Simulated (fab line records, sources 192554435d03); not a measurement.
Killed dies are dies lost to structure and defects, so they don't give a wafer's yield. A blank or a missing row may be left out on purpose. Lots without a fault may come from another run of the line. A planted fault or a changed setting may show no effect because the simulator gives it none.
Split-lot experiment | flow n5_finfet | 7 lots, 39 wafers read, on a route of 1938 steps

THE SPLIT
At N5_HKMG_FIN_ETCH_58 (etches SOC in N2/H2, target depth 215.8 nm, time 741 s), the setting bias_w was moved away from the recipe's 13 W on 15 of the 39 wafers read, by -12.8% to +14.8%. The other wafers ran this setting at the recipe's value.

The reading is taken at the split's own step.

THE READING
rf_vpp_V, in V, at N5_HKMG_FIN_ETCH_58 (etches SOC in N2/H2, target depth 215.8 nm, time 741 s). Fault-free wafers of this fab line usually give 98.9 V, standard deviation 0.89 V.

wafer  | tool, chamber at the split | bias_w as run, W | against the recipe | rf_vpp_V, V | against lot-mates on the recipe
L074.1 | rie_diel-06, 0             | 14.92            | +14.8%             | 108.8       | +9.6
L074.2 | rie_diel-06, 2             | 14.92            | +14.8%             | 107.3       | +8.1
L074.3 | rie_diel-06, 1             | 13               | recipe             | 99.3        | -
L074.4 | rie_diel-06, 3             | 14.92            | +14.8%             | 107.4       | +8.2
L074.5 | rie_diel-06, 1             | 13               | recipe             | 98.9        | -
L074.6 | rie_diel-06, 2             | 13               | recipe             | 99.3        | -
L086.1 | rie_diel-06, 0             | 11.58            | -10.9%             | 92.1        | -6.8
L086.2 | rie_diel-06, 2             | 13               | recipe             | 98.4        | -
L086.3 | rie_diel-06, 1             | 11.58            | -10.9%             | 92.7        | -6.2
L086.4 | rie_diel-06, 3             | 11.58            | -10.9%             | 92.5        | -6.4
L086.5 | rie_diel-06, 1             | 13               | recipe             | 99.7        | -
L086.6 | rie_diel-06, 2             | 13               | recipe             | 98.5        | -
L088.2 | rie_diel-06, 0             | 13               | recipe             | 99.4        | -
L088.4 | rie_diel-06, 1             | 13               | recipe             | 98.2        | -
L088.5 | rie_diel-06, 3             | 13               | recipe             | 98.3        | -
L089.1 | rie_diel-05, 2             | 11.33            | -12.8%             | 90.6        | -8.8
L089.2 | rie_diel-05, 1             | 13               | recipe             | 99.0        | -
L089.3 | rie_diel-05, 0             | 13               | recipe             | 99.3        | -
L089.4 | rie_diel-05, 1             | 11.33            | -12.8%             | 90.6        | -8.8
L089.5 | rie_diel-05, 2             | 13               | recipe             | 99.8        | -
L089.6 | rie_diel-05, 0             | 11.33            | -12.8%             | 91.9        | -7.5
L090.1 | rie_diel-05, 2             | 13               | recipe             | 99.7        | -
L090.2 | rie_diel-05, 1             | 13               | recipe             | 98.4        | -
L090.3 | rie_diel-05, 0             | 13               | recipe             | 99.4        | -
L090.4 | rie_diel-05, 2             | 13               | recipe             | 98.7        | -
L090.5 | rie_diel-05, 1             | 13               | recipe             | 100.1       | -
L090.6 | rie_diel-05, 0             | 13               | recipe             | 98.9        | -
L092.1 | rie_diel-05, 1             | 13               | recipe             | 98.8        | -
L092.2 | rie_diel-05, 2             | 12.02            | -7.5%              | 93.3        | -5.6
L092.3 | rie_diel-05, 0             | 12.02            | -7.5%              | 93.9        | -5.0
L092.4 | rie_diel-05, 0             | 13               | recipe             | 97.6        | -
L092.5 | rie_diel-05, 2             | 13               | recipe             | 100.2       | -
L092.6 | rie_diel-05, 1             | 12.02            | -7.5%              | 94.5        | -4.4
L097.1 | rie_diel-04, 1             | 13               | recipe             | 98.9        | -
L097.2 | rie_diel-04, 2             | 13.9             | +6.9%              | 104.0       | +4.9
L097.3 | rie_diel-04, 3             | 13               | recipe             | 99.7        | -
L097.4 | rie_diel-04, 1             | 13               | recipe             | 98.7        | -
L097.5 | rie_diel-04, 3             | 13.9             | +6.9%              | 103.4       | +4.3
L097.6 | rie_diel-04, 2             | 13.9             | +6.9%              | 103.4       | +4.3

THE FIT
A straight line over all 39 wafers: rf_vpp_V changes by +0.617 V for each +1% of bias_w; r = +0.99; the points scatter about the line by 0.63 V.
The same after taking each lot's own level away (the mean of its wafers on the recipe; 39 wafers): +0.615 V for each +1%; r = +0.99; scatter 0.61 V.
On that fit, the largest move of bias_w shifts the reading by 9.1 V.
The lots' own levels span 98.63 to 99.37 V, that is 0.8 times the standard deviation above.
So the lot-to-lot level changes the slope little: the two slopes agree.
Check: with one of the wafers moved furthest among these (+14.8%) left out of the fit, the line predicts +8.92 V for it against its lot-mates. It came out at +9.63 V against them.
Tool readings at the split's step, against how far the setting was moved: rf_vpp_V r = +0.99.

OTHER SPLITS ON THESE WAFERS
These wafers also went through other splits before the reading. Each is held against what the fit with the lots' levels taken away leaves over:
other split on the same wafers | wafers away from the commonest value | r with rf_vpp_V (lot level and that fit taken away)
N5_DUMMY_GATE_ETCH_37 source_w | 12                                   | +0.00
N5_SPACER0_ALD_08 target_thk_a | 15                                   | -0.04

THE FILE'S OWN FIT
rf_vpp_V changes by +0.617 V for each +1% of bias_w, r = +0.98.
